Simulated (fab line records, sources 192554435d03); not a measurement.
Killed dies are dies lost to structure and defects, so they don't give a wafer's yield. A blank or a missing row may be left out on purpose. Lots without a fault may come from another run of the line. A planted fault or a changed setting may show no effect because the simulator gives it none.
A struck lot beside a sound one | flow n5_finfet | 17 steps out of a route of 1938
Sound: wafers L792.3, L792.5, L792.6. Struck: wafers L806.2, L806.4, L806.5. The cause comes at the end.
At each step with rows: each side's tool, then ch and its chambers, then its first start. Under that, the readings that differ: sound wafers | struck wafers | difference of the means | sigmas: that difference in standard deviations of wafers without a fault.
alike: readings whose means differ by less than 2 such deviations, and words and numbers that are the same on both sides. not compared: withheld readings, readings that some wafer has no value for, bounds like >300 that may hide the same value, and numbers for which the record gives no deviation and whose values overlap.
The two part at a step that has a row with sigmas, a row that says differs or no value, or rows on one side only. Numbers that don't overlap but have no deviation are shown without sigmas and don't part them. A reading that every wafer of one side lacks parts them only if that side has two wafers or more.

first, 2 steps without rows for these wafers: N5_BEOL_M4_ANNEAL_82 (time 240 s); N5_BEOL_M4_SPUTTER_86 (material Cu, target thk 4.5 nm, time 8.29 s).
N5_BEOL_M4_ANNEAL_87: time 240 s.
  sound on pvd_sputter-02, day 9 05:29; struck on pvd_sputter-03, day 12 09:03
  alike: heater_power_w
then, 4 steps without rows for these wafers: N5_BEOL_M4_SPUTTER_88 (material Cu, target thk 4.5 nm, time 8.29 s); N5_BEOL_M4_ANNEAL_89 (time 240 s); N5_BEOL_M4_SPUTTER_90 (material Cu, target thk 4.5 nm, time 8.29 s); N5_BEOL_M4_ANNEAL_91 (time 240 s).
N5_BEOL_M4_SPUTTER_92: material Cu, target thk 4.5 nm, time 8.29 s.
  sound on pvd_sputter-02, day 9 06:04; struck on pvd_sputter-03, day 12 09:38
  alike: throttle_valve_pct
N5_BEOL_M4_ANNEAL_93: time 240 s.
  sound on pvd_sputter-02, day 9 06:09; struck on pvd_sputter-03, day 12 09:43
  alike: heater_power_w
then, 1 step without rows for these wafers: N5_BEOL_M4_SPUTTER_94 (material Cu, target thk 4.5 nm, time 8.29 s).
N5_BEOL_M4_ANNEAL_95: time 240 s.
  sound on pvd_sputter-02, day 9 06:22; struck on pvd_sputter-03, day 12 09:56
  alike: heater_power_w
then, 1 step without rows for these wafers: N5_BEOL_M4_SPUTTER_96 (material Cu, target thk 4.5 nm, time 8.29 s).
N5_BEOL_M4_ECD_50: material Cu, target thk 300 nm.
  sound on ecd_cu-01 ch 0,1, day 9 06:40; struck on ecd_cu-02 ch 0,1, day 12 10:11
N5_BEOL_M4_ANNEAL_51: time 90 s.
  sound on rtp_anneal-02 ch 0, day 9 07:05; struck on rtp_anneal-01 ch 0, day 12 10:19
  alike: wafer_temp_C_max
N5_BEOL_M4_CMP_52: polishes, stops on SiOC, t overpolish 6.8 s, target thk 40 nm.
  sound on cmp-03 ch 1,2, day 9 07:19; struck on cmp-02 ch 2,3, day 12 10:34
  reading                | sound    | struck | difference | sigmas
  time_to_endpoint_s (s) | 55 64 59 | 0 0 0  | -59        | -19
  alike: clearing_platen_down_force_psi, motor_current_A
N5_BEOL_M4_RC_MEAS_101:
  the record has rows for the sound wafers here (prober-01 ch 0, day 9 08:12) and none for the struck ones
-- the record jumps here: 4 days lie between the struck wafers' starts before and after (it left off in module BEOL_M4 and takes up again in module PASSIVATION, whose first step shown is number 1936 of the route) --
N5_PASSIVATION_PROBE_49:
  sound on prober-02, day 13 10:24; struck on prober-01, day 16 19:44
  reading                  | sound          | struck         | difference | sigmas
  defect_limited_yield (%) | 92.6 92.8 91.9 | 0 0 0          | -92        | -66
  killed_at_M4_up          | 15 11 11       | 1083 1102 1092 | +1080      | +99 or more
  killed_dies              | 87 85 95       | 1180 1180 1180 | +1091      | +64
  killed_on_rim            | 11 11 8        | 152 152 152    | +142       | +36
  sort_bin_5_function (%)  | 4.4 4.1 5.2    | 96.1 98.1 96.3 | +92.3      | +92
  sort_n_pass              | 1093 1095 1085 | 0 0 0          | -1091      | -64
  sort_yield_pct (%)       | 92.6 92.8 91.9 | 0 0 0          | -92        | -66
  alike: killed_at_M0_to_M3, killed_at_contacts, killed_at_front_end, killed_at_other, killed_open, killed_short, sort_bin_6_memory, sort_bin_8_speed

WHERE THEY PART
First at N5_BEOL_M4_CMP_52; last, within this record, at N5_PASSIVATION_PROBE_49.

WHY: what the simulator had put in
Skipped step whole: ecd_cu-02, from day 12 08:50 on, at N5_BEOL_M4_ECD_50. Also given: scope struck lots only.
